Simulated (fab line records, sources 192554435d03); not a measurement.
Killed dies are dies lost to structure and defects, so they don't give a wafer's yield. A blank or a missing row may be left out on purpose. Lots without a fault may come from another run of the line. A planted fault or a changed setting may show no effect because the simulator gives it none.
fab line records | flow n5_finfet | part 2 of 2: steps 24 to 36 of 36
record lots=5 wafers=15 last_day=17
route steps=1938 shown PMOS_HMC_CHANNEL_EPI@78 FIN_SAQP@90
lots that met no fault: from a run of the same line without faults
start_h: hours from the record's first day to the start of the lot's first wafer shown | wait_h: hours since the lot's step before | " the same as in the row above | L1.1+2: a row that stands for several wafers | - no value, or no start given | * or withheld: withheld | < > ~ a bound
route shown NAME@n: a module of which the file shows steps, and the number in the route of the first | usual: mean/standard deviation of fault-free wafers | same: alike in all rows | chamber/n: place in a boat | sites: the reading at each site | _std_site: their standard deviation | _edge_site: outer sites' mean less inner sites' | radius_mm: how far each site lies from the wafer's centre | mask NAME#n: copy n | behind: the tool/chamber that last shaped the wafer | hold: why the lot was held/for how many hours/how that ended | device: the transistor (n, p or np) that didn't switch | end of line: the same wafers' tests at the end of the route | a step without rows: its recipe alone | killed: dies lost to structure and defects at the first sort, not the wafer's yield | map: a wafer's dies, x killed, . not, _ none there
set.NAME: the setting as run; set.NAME@STEP: as run at that earlier step | model.NAME: the simulator's own value behind a step, which no gauge read
lots at some steps of the route; a table a step, a row a wafer
services: from which hour (start_h, from the record's first day; less than 0 if before it) a tool's chamber was out of use, for how many hours, and why
## steps
# step N5_FIN_SAQP_HM_DEP_72
# recipe material=SiO2 target_thk_a=120 temp_c=400 precursor=SiH4/N2O pressure_torr=0.75 rf_w=275 time_s=7.2
# usual heater_power_w=730/60 showerhead_plenum_p_Torr=8.20/0.14
# columns lot.wafer tool chamber start_h wait_h heater_power_w showerhead_plenum_p_Torr
L078.1 pecvd-04 2 47.46 0.0 704 8.34
L078.3 " 1 " " 792 8.09
L078.5 " 2 " " 711 8.35
L081.1 pecvd-03 1 64.81 0.0 689 8.23
L081.4 " 1 " " 681 8.23
L081.5 " 1 " " 670 8.20
L089.1 pecvd-02 0 111.30 0.0 704 8.49
L089.4 " 1 " " 826 7.95
L089.6 " 0 " " 721 8.51
L095.1 pecvd-04 0 148.04 0.0 788 8.03
L095.2 " 2 " " 655 8.35
L095.5 " 1 " " 795 8.11
L097.1 pecvd-03 1 160.29 0.0 728 8.21
L097.5 " 0 " " 743 8.17
L097.6 " 1 " " 710 8.21
# step N5_FIN_SAQP_COAT_49
# recipe resist=SOC temp_c=250 time_s=60 spin_rpm=1500 resist_thk_nm=100
# columns lot.wafer tool chamber start_h wait_h
L078.1+3+5 litho_track-04 0 47.53 0.1
L081.1+4+5 litho_track-01 0 64.91 0.1
L089.1+4+6 litho_track-01 0 111.38 0.1
L095.1+2+5 litho_track-04 0 148.12 0.1
L097.1+5+6 litho_track-05 0 160.36 0.1
# step N5_FIN_SAQP_COAT_50
# recipe resist=SiARC temp_c=220 time_s=60 spin_rpm=1500 resist_thk_nm=35
# columns lot.wafer tool chamber start_h wait_h
L078.1+3+5 litho_track-04 0 - -
L081.1+4+5 litho_track-01 0 - -
L089.1+4+6 litho_track-01 0 - -
L095.1+2+5 litho_track-04 0 - -
L097.1+5+6 litho_track-05 0 - -
# step N5_FIN_SAQP_COAT_10
# recipe resist=CAR-ArF spin_rpm=1500 resist_thk_nm=90
# columns lot.wafer tool chamber start_h wait_h
L078.1+3+5 litho_track-04 0 - -
L081.1+4+5 litho_track-01 0 - -
L089.1+4+6 litho_track-01 0 - -
L095.1+2+5 litho_track-04 0 - -
L097.1+5+6 litho_track-05 0 - -
# step N5_FIN_SAQP_EBR_12
# recipe solvent=PGMEA ebr_width_mm=1.5
# columns lot.wafer tool chamber start_h wait_h
L078.1+3+5 litho_track-04 0 - -
L081.1+4+5 litho_track-01 0 - -
L089.1+4+6 litho_track-01 0 - -
L095.1+2+5 litho_track-04 0 - -
L097.1+5+6 litho_track-05 0 - -
# step N5_FIN_SAQP_SOFTBAKE_11
# recipe temp_c=110 time_s=60 resist=CAR-ArF
# columns lot.wafer tool chamber start_h wait_h
L078.1+3+5 litho_track-04 0 - -
L081.1+4+5 litho_track-01 0 - -
L089.1+4+6 litho_track-01 0 - -
L095.1+2+5 litho_track-04 0 - -
L097.1+5+6 litho_track-05 0 - -
# step N5_FIN_SAQP_EXPOSE_13
# recipe mask_id=FIN_CORE na=1.35 source_shape=dipole sigma_inner=0.538 sigma_outer=0.738 polarization=te target_cd_nm=35.6 dose_mj=63.25
# usual reticle_temp_C=23.00/0.11
# columns lot.wafer tool chamber start_h wait_h mask reticle_temp_C
L078.1 arfi_scanner-03 0 47.65 - FIN_CORE#0 22.87
L078.3 " 0 " " FIN_CORE#0 22.84
L078.5 " 0 " " FIN_CORE#0 22.95
L081.1 arfi_scanner-01 0 65.15 - FIN_CORE#0 22.97
L081.4 " 0 " " FIN_CORE#0 23.19
L081.5 " 0 " " FIN_CORE#0 23.20
L089.1 arfi_scanner-02 0 111.62 - FIN_CORE#0 22.95
L089.4 " 0 " " FIN_CORE#0 23.21
L089.6 " 0 " " FIN_CORE#0 22.80
L095.1 arfi_scanner-02 0 148.24 - FIN_CORE#0 23.07
L095.2 " 0 " " FIN_CORE#0 23.05
L095.5 " 0 " " FIN_CORE#0 22.94
L097.1 arfi_scanner-03 0 160.60 - FIN_CORE#0 22.94
L097.5 " 0 " " FIN_CORE#0 23.18
L097.6 " 0 " " FIN_CORE#0 22.89
# step N5_FIN_SAQP_PEB_14
# recipe peb_temp_c=withheld peb_time_s=60 resist=CAR-ArF
# columns lot.wafer tool chamber start_h wait_h
L078.1+3+5 litho_track-04 0 47.71 0.1
L081.1+4+5 litho_track-01 0 65.21 0.1
L089.1+4+6 litho_track-04 0 111.68 0.1
L095.1+2+5 litho_track-04 0 148.30 0.1
L097.1+5+6 litho_track-01 0 160.67 0.1
# step N5_FIN_SAQP_DEVELOP_15
# recipe develop_time_s=30 developer=TMAH resist=CAR-ArF dev_temp_c=23 rinse_liquid=diw dry=air_spin
# columns lot.wafer tool chamber start_h wait_h
L078.1+3+5 litho_track-04 0 - -
L081.1+4+5 litho_track-01 0 - -
L089.1+4+6 litho_track-04 0 - -
L095.1+2+5 litho_track-04 0 - -
L097.1+5+6 litho_track-01 0 - -
# step N5_FIN_SAQP_CD_MEAS_16
# recipe target_cd_nm=35.6 landing_energy_ev=500 detector=se_inlens
# usual cd_nm=35.5/0.42
# columns lot.wafer tool chamber start_h wait_h cd_nm
L078.1 cd_sem-01 0 47.78 - 36.2
L078.3 " 0 " " 36.3
L078.5 " 0 " " 36.0
L081.1 cd_sem-03 0 65.28 - 35.2
L081.4 " 0 " " 35.8
L081.5 " 0 " " 35.6
L089.1 cd_sem-03 0 111.75 - 35.6
L089.4 " 0 " " 35.8
L089.6 " 0 " " 35.6
L095.1 cd_sem-02 0 148.37 - 35.7
L095.2 " 0 " " 35.4
L095.5 " 0 " " 35.2
L097.1 cd_sem-01 0 160.73 - 35.1
L097.5 " 0 " " 34.8
L097.6 " 0 " " 35.8
# step N5_FIN_SAQP_OVL_MEAS_17
# recipe points_per_wafer=44
# usual FIN_CORE_OVL=0.0/0.94
# columns lot.wafer tool chamber start_h wait_h FIN_CORE_OVL[nm]
L078.1 overlay-02 0 47.82 0.0 0.3
L078.3 " 0 " " 0.2
L078.5 " 0 " " 0.7
L081.1 overlay-02 0 65.32 0.0 0.9
L081.4 " 0 " " 0.8
L081.5 " 0 " " -0.3
L089.1 overlay-01 0 111.79 0.0 -0.9
L089.4 " 0 " " -1.7
L089.6 " 0 " " -1.0
L095.1 overlay-02 0 148.41 0.0 -0.6
L095.2 " 0 " " 0.1
L095.5 " 0 " " -0.9
L097.1 overlay-02 0 160.77 0.0 0.6
L097.5 " 0 " " -0.3
L097.6 " 0 " " -0.6
# step N5_FIN_SAQP_INSPECT_18
# recipe mode=adi inspect_instrument=brightfield
# usual raw_defect_count=411/110
# columns lot.wafer tool chamber start_h wait_h raw_defect_count
L078.1 defect_inspect-02 - 47.84 0.0 470
L078.3 " - " " 434
L078.5 " - " " 563
L081.1 defect_inspect-02 - 65.34 0.0 278
L081.4 " - " " 466
L081.5 " - " " 308
L089.1 defect_inspect-01 - 111.81 0.0 370
L089.4 " - " " 377
L089.6 " - " " 386
L095.1 defect_inspect-01 - 148.43 0.0 464
L095.2 " - " " 419
L095.5 " - " " 643
L097.1 defect_inspect-01 - 160.80 0.0 486
L097.5 " - " " 365
L097.6 " - " " 431
# step N5_FIN_SAQP_DESCUM_21
# recipe chemistry=O2 time_s=7.9 source_power_w=50 bias_power_w=20 pressure_mtorr=20 rf_frequency_hz=2.712e+07 temp_c=40 resist=CAR-ArF o2_flow_sccm=225
# usual drypump_motor_current_A=5.7/0.37 oes_product_au=0.76/0.079 rf_vpp_V=243.3/1.5 showerhead_plenum_p_Torr=2.10/0.084 temp_c=40.01/0.11 throttle_valve_pct=20.5/0.31
# columns lot.wafer tool chamber start_h wait_h drypump_motor_current_A oes_product_au rf_hours_counter_h rf_vpp_V showerhead_plenum_p_Torr temp_c throttle_valve_pct
L078.1 rie_diel-05 3 47.88 0.0 5.5 0.78 134 243.0 2.00 40.11 20.3
L078.3 " 1 " " 5.2 0.81 114 244.5 2.19 40.05 20.5
L078.5 " 0 " " 5.8 0.76 - 243.4 2.20 40.05 20.8
L081.1 rie_diel-04 2 65.54 0.2 5.9 0.71 207 244.4 2.12 39.96 20.0
L081.4 " 1 " " 5.6 0.69 213 241.5 1.98 40.17 20.6
L081.5 " 0 " " 5.7 0.77 - 240.6 2.01 40.03 20.7
L089.1 rie_diel-05 3 111.93 0.1 5.6 0.75 156 242.3 1.99 40.20 20.3
L089.4 " 0 " " 5.8 0.73 148 245.4 2.19 40.19 20.8
L089.6 " 2 " " 5.8 0.89 - 243.8 2.13 40.01 20.0
L095.1 rie_diel-05 0 148.46 0.0 5.8 0.73 164 244.5 2.18 39.89 20.9
L095.2 " 3 " " 5.6 0.74 173 241.7 1.98 40.04 20.3
L095.5 " 3 " " 5.6 0.74 - 241.4 1.98 39.89 20.3
L097.1 rie_diel-04 3 160.83 0.0 6.4 0.92 15 245.2 2.23 39.97 20.3
L097.5 " 0 " " 5.7 0.73 - 241.3 2.00 39.75 20.7
L097.6 " 3 " " 6.4 0.92 - 246.1 2.23 40.05 20.3
## services
# columns tool chamber start_h hours kind
cmp-03 - 21.93 4.0 pm
arfi_scanner-03 - 24.21 0.8 pm
rie_diel-04 1 28.93 6.7 repair
rie_diel-05 - 32.98 0.4 repair
arfi_scanner-02 - 34.09 1.3 pm
rie_diel-04 1 44.96 1.6 repair
ald_sin-04 2 45.18 4.7 repair
rie_diel-05 - 54.51 0.4 repair
pecvd-03 0 57.91 11.4 repair
ald_sin-03 1 59.28 4.6 repair
rie_diel-04 3 69.09 8.9 repair
ald_sin-04 0 71.47 8.2 repair
arfi_scanner-02 - 73.42 1.0 pm
arfi_scanner-02 - 94.58 0.8 pm
wet_bench-05 - 95.24 1.6 repair
wet_bench-04 - 113.66 0.7 repair
epi_rpcvd-04 - 123.33 6.0 pm
arfi_scanner-02 - 125.52 1.0 pm
rie_diel-04 2 135.25 10.1 repair
rie_diel-04 - 138.03 2.8 pm
arfi_scanner-03 - 140.86 1.3 pm
arfi_scanner-03 - 149.70 1.0 pm
wet_bench-03 - 156.06 1.9 pm
arfi_scanner-02 - 158.43 4.0 repair
